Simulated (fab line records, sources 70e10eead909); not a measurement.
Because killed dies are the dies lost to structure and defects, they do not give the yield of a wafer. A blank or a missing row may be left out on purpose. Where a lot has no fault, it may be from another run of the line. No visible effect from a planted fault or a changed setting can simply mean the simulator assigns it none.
Chamber matching :: flow nand_harc :: NHARC_A_STAIRCASE_DEP_325 on pecvd-01: 3 sister chambers
The step deposits SiO2, target thk 3800 nm. 22 wafers are shown with their chamber, then 11 later ones without.

## EACH WAFER AND ITS CHAMBER
wafer: L076.2
chamber: 2
heater_power_w (W): 761

wafer: L076.4
chamber: 1
heater_power_w (W): 630

wafer: L076.5
chamber: 0
heater_power_w (W): 621

wafer: L077.2
chamber: 0
heater_power_w (W): 683

wafer: L077.4
chamber: 1
heater_power_w (W): 630

wafer: L077.6
chamber: 2
heater_power_w (W): 651

wafer: L078.1
chamber: 1
heater_power_w (W): 682

wafer: L078.4
chamber: 1
heater_power_w (W): 611

wafer: L078.6
chamber: 0
heater_power_w (W): 605

wafer: L082.3
chamber: 0
heater_power_w (W): 676

wafer: L082.4
chamber: 2
heater_power_w (W): 673

wafer: L082.6
chamber: 0
heater_power_w (W): 626

wafer: L083.1
chamber: 2
heater_power_w (W): 704

wafer: L083.5
chamber: 2
heater_power_w (W): 663

wafer: L083.6
chamber: 1
heater_power_w (W): 639

wafer: L087.3
chamber: 1
heater_power_w (W): 669

wafer: L087.4
chamber: 2
heater_power_w (W): 664

wafer: L087.5
chamber: 0
heater_power_w (W): 639

wafer: L086.1
chamber: 1
heater_power_w (W): 648

wafer: L086.2
chamber: 0
heater_power_w (W): 765

wafer: L086.3
chamber: 2
heater_power_w (W): 748

wafer: L088.1
chamber: 2
heater_power_w (W): 804

SIGNATURES (averages over the wafers above)
reading: heater_power_w
chamber 0: 659.29
chamber 1: 644.14
chamber 2: 708.50
scatter within a chamber: 47.9
Rule: for each reading, subtract the chamber's mean from the wafer's reading, divide by that reading's scatter and square the result; add these up over the readings and take the root, which gives the wafer's distance from the chamber. The wafer belongs to the nearest chamber; if the next one is less than 2 further off, it can't be placed. The scatter: take each reading less its chamber's mean, square it, sum over the shown wafers, divide by the number of wafers less the number of chambers, and take the root.

## WAFERS WHOSE CHAMBER IS MISSING
wafer: L088.4
heater_power_w (W): 662

wafer: L088.6
heater_power_w (W): 624

wafer: L092.1
heater_power_w (W): 803

wafer: L092.4
heater_power_w (W): 605

wafer: L092.5
heater_power_w (W): 621

wafer: L093.1
heater_power_w (W): 768

wafer: L093.2
heater_power_w (W): 726

wafer: L093.5
heater_power_w (W): 624

wafer: L097.1
heater_power_w (W): 648

wafer: L097.5
heater_power_w (W): 581

wafer: L097.6
heater_power_w (W): 610

## CHAMBER TAKEN BY EACH
wafer: L088.4
from the rows above: can't be placed: 0 or 1 or 2
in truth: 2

wafer: L088.6
from the rows above: can't be placed: 1 or 0 or 2
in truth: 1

wafer: L092.1
from the rows above: can't be placed: 2 or 0 or 1
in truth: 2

wafer: L092.4
from the rows above: can't be placed: 1 or 0 or 2
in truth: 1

wafer: L092.5
from the rows above: can't be placed: 1 or 0 or 2
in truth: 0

wafer: L093.1
from the rows above: can't be placed: 2 or 0 or 1
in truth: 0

wafer: L093.2
from the rows above: can't be placed: 2 or 0 or 1
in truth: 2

wafer: L093.5
from the rows above: can't be placed: 1 or 0 or 2
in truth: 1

wafer: L097.1
from the rows above: can't be placed: 1 or 0 or 2
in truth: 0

wafer: L097.5
from the rows above: can't be placed: 1 or 0 or 2
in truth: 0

wafer: L097.6
from the rows above: can't be placed: 1 or 0 or 2
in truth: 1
Correct placement for 0 of the 11. Unplaceable from these rows: 11, with the true chamber sitting among the candidates in 11. Number placed wrongly: 0.
